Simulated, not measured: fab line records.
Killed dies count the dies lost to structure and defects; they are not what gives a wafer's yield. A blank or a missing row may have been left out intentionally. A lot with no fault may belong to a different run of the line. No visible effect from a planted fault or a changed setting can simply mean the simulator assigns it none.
The tool behind it: which one? | flow n5-finfet | 30 wafers from 10 lots sampled at 4 of the route's 1938 steps

== WHAT THE GAUGES SHOWED, per wafer ==
N5_BEOL_M12_OVL_MEAS_11. Usual: for V11_OVL the level is 5 nm and the standard deviation is 4.5.
lot  | measured     | on         | V11_OVL (nm) | flag
L362 | day 10 10:53 | overlay-01 | 4 1 -5       |
L367 | day 11 19:59 | overlay-01 | 3 0 5        |
L369 | day 12 14:37 | overlay-02 | 1 8 7        |
L373 | day 13 16:42 | overlay-01 | 3 0 5        |
L376 | day 13 22:13 | overlay-01 | 13 3 5       |
L375 | day 13 22:23 | overlay-02 | 5 -1 4       |
L377 | day 14 09:17 | overlay-02 | 8 9 13       |
L378 | day 15 01:41 | overlay-01 | 7 3 8        |
L383 | day 16 06:17 | overlay-02 | 2 8 10       |
L385 | day 17 01:59 | overlay-01 | 9 14 17      |

N5_BEOL_M12_INSPECT_30: inspects for defects (macro). Usual: raw-defect-count 1.9, standard deviation 1.4.
lot  | measured     | on                | raw-defect-count | flag
L362 | day 10 11:57 | defect-inspect-01 | 2 3 0            |
L367 | day 11 21:01 | defect-inspect-02 | 1 8 1            |
L369 | day 12 15:32 | defect-inspect-01 | 3 5 0            |
L373 | day 13 17:38 | defect-inspect-01 | >300 >300 >300   | OFF
L376 | day 13 23:17 | defect-inspect-01 | 2 3 6            |
L375 | day 13 23:29 | defect-inspect-01 | >300 >300 >300   | OFF
L377 | day 14 10:25 | defect-inspect-01 | 1 2 1            |
L378 | day 15 02:45 | defect-inspect-01 | 1 0 3            |
L383 | day 16 07:44 | defect-inspect-02 | 3 1 0            |
L385 | day 17 03:04 | defect-inspect-02 | 1 1 0            |

== WHAT TOOL EACH LOT RAN ON (gives the tool, then ch and the chambers of the sampled wafers, and finally the start) ==
lot  | N5_BEOL_M11_CMP_52            | N5_BEOL_M12_ETCH_59
L362 | cmp-03 ch 1,3, day 10 09:59   | rie-diel-06 ch 0,1,3, day 10 10:59
L367 | cmp-03 ch 0,2,3, day 11 18:55 | rie-diel-03 ch 0,1,3, day 11 20:05
L369 | cmp-04 ch 0,2,3, day 12 13:44 | rie-diel-01 ch 2,3, day 12 14:43
L373 | cmp-04 ch 1,2, day 13 15:45   | rie-diel-03 ch 1,2,3, day 13 16:47
L376 | cmp-01 ch 0,1,3, day 13 21:14 | rie-diel-06 ch 0,2, day 13 22:19
L375 | cmp-03 ch 1,2,3, day 13 21:16 | rie-diel-03 ch 0,1,2, day 13 22:29
L377 | cmp-03 ch 0,1,2, day 14 08:13 | rie-diel-01 ch 1,2,3, day 14 09:34
L378 | cmp-04 ch 1,2,3, day 15 00:38 | rie-diel-06 ch 1,3, day 15 01:47
L383 | cmp-01 ch 0,2,3, day 16 05:10 | rie-diel-06 ch 0,1,2, day 16 06:46
L385 | cmp-04 ch 0,2,3, day 17 00:57 | rie-diel-03 ch 1,2,3, day 17 02:07
- N5_BEOL_M11_CMP_52: polishes, stops on SiCOH lowk, t overpolish 7 s, target thk 140 nm.
- N5_BEOL_M12_ETCH_59: etches BARC in N2/H2, target depth 89 nm, overetch 26.7 nm, time 67.9 s.

== WHAT THE TOOLS THEMSELVES READ (means of the sampled wafers that have a number; where no wafer has one, the mark that the record gives instead) ==
N5_BEOL_M11_CMP_52. Usual: barrier-field-endpoint-s 29.0 s, standard deviation 0.68; head-pressure-psi 0.9997 psi, standard deviation 0.0023; motor-current-A 6.0 A, standard deviation 0.46; overpolish-run-s 7.001 s, standard deviation 0.009; pad-life-wafers 1015, standard deviation 630; platen-rpm 50.00 rpm, standard deviation 0.031; time-to-endpoint-s 66.1 s, standard deviation 2.8.
lot  | tool   | barrier-field-endpoint-s (s) | head-pressure-psi (psi) | motor-current-A (A) | overpolish-run-s (s) | pad-life-wafers | platen-rpm (rpm) | time-to-endpoint-s (s) | flag
L362 | cmp-03 | 28.9                         | 0.9988                  | 5.9                 | 7.001                | 800             | 50.02            | 69.4                   |
L367 | cmp-03 | 28.8                         | 0.9984                  | 5.8                 | 7.005                | 1063            | 49.99            | 67.3                   |
L369 | cmp-04 | 28.7                         | 1.0006                  | 6.0                 | 7.011                | 374             | 50.03            | 64.4                   |
L373 | cmp-04 | 28.9                         | 1.0002                  | 5.8                 | 6.995                | 584             | 49.99            | 64.2                   |
L376 | cmp-01 | 29.2                         | 1.0007                  | 6.4                 | 7.002                | 14              | 49.97            | 68.6                   |
L375 | cmp-03 | 29.8                         | 0.9999                  | 6.1                 | 6.997                | 1388            | 50.00            | 68.7                   |
L377 | cmp-03 | 29.8                         | 0.9977                  | 6.1                 | 7.005                | 1477            | 50.01            | 67.9                   |
L378 | cmp-04 | 28.9                         | 0.9983                  | 6.1                 | 6.993                | 836             | 49.98            | 65.9                   |
L383 | cmp-01 | 29.1                         | 1.0003                  | 5.7                 | 7.006                | 428             | 50.00            | 65.9                   |
L385 | cmp-04 | 28.4                         | 1.0011                  | 6.0                 | 7.002                | 1232            | 50.01            | 62.7                   |

N5_BEOL_M12_ETCH_59. Usual: drypump-motor-current-A 5.7 A, standard deviation 0.41; oes-product-au 0.71 a.u., standard deviation 0.055; rf-vpp-V 524.3 V, standard deviation 2.1; showerhead-plenum-p-Torr 2.56 Torr, standard deviation 0.07; throttle-valve-pct 17.90 %, standard deviation 0.25.
lot  | tool        | drypump-motor-current-A (A) | oes-product-au (a.u.) | rf-vpp-V (V) | showerhead-plenum-p-Torr (Torr) | throttle-valve-pct (%) | flag
L362 | rie-diel-06 | 5.7                         | 0.67                  | 526.7        | 2.63                            | 18.03                  |
L367 | rie-diel-03 | 5.9                         | 0.74                  | 522.8        | 2.51                            | 17.81                  |
L369 | rie-diel-01 | 5.4                         | 0.80                  | 522.1        | 2.50                            | 17.76                  |
L373 | rie-diel-03 | 5.7                         | 0.72                  | 522.3        | 2.50                            | 17.83                  |
L376 | rie-diel-06 | 5.3                         | 0.68                  | 527.1        | 2.63                            | 18.03                  |
L375 | rie-diel-03 | 5.7                         | 0.70                  | 523.3        | 2.54                            | 17.97                  |
L377 | rie-diel-01 | 5.7                         | 0.74                  | 523.3        | 2.51                            | 17.68                  |
L378 | rie-diel-06 | 5.8                         | 0.63                  | 524.8        | 2.57                            | 18.22                  |
L383 | rie-diel-06 | 5.6                         | 0.68                  | 526.3        | 2.64                            | 17.92                  |
L385 | rie-diel-03 | 5.7                         | 0.69                  | 521.8        | 2.49                            | 17.88                  |

== THE ANSWER, worked out from the rows above alone ==
Rule: take the mean of a lot's wafers that have a number; if it is more than 3 standard deviations from the usual mean, the lot is off. A lot without any number at a reading at which 4 lots or more have one is off too. Where the step has rows for the other lots, those lots are counted as sound. The gauges are gone through in route order, then the tools' own readings, and for those a lot's mean is taken as printed above. The first step at which some lot is off is used, and at that step the reading that is off furthest; a lot without a number counts as furthest.
Off: L373, L375 (N5_BEOL_M12_INSPECT_30, raw-defect-count). Without a number there: L373, L375.
A tool fits if, at a process step before that reading, it ran every lot that is off, and no sound lot after the first of them. The gauges at N5_BEOL_M12_INSPECT_30 are tried like those tools. None of those tried fits.

== WHAT THE SIMULATOR PUT IN ==
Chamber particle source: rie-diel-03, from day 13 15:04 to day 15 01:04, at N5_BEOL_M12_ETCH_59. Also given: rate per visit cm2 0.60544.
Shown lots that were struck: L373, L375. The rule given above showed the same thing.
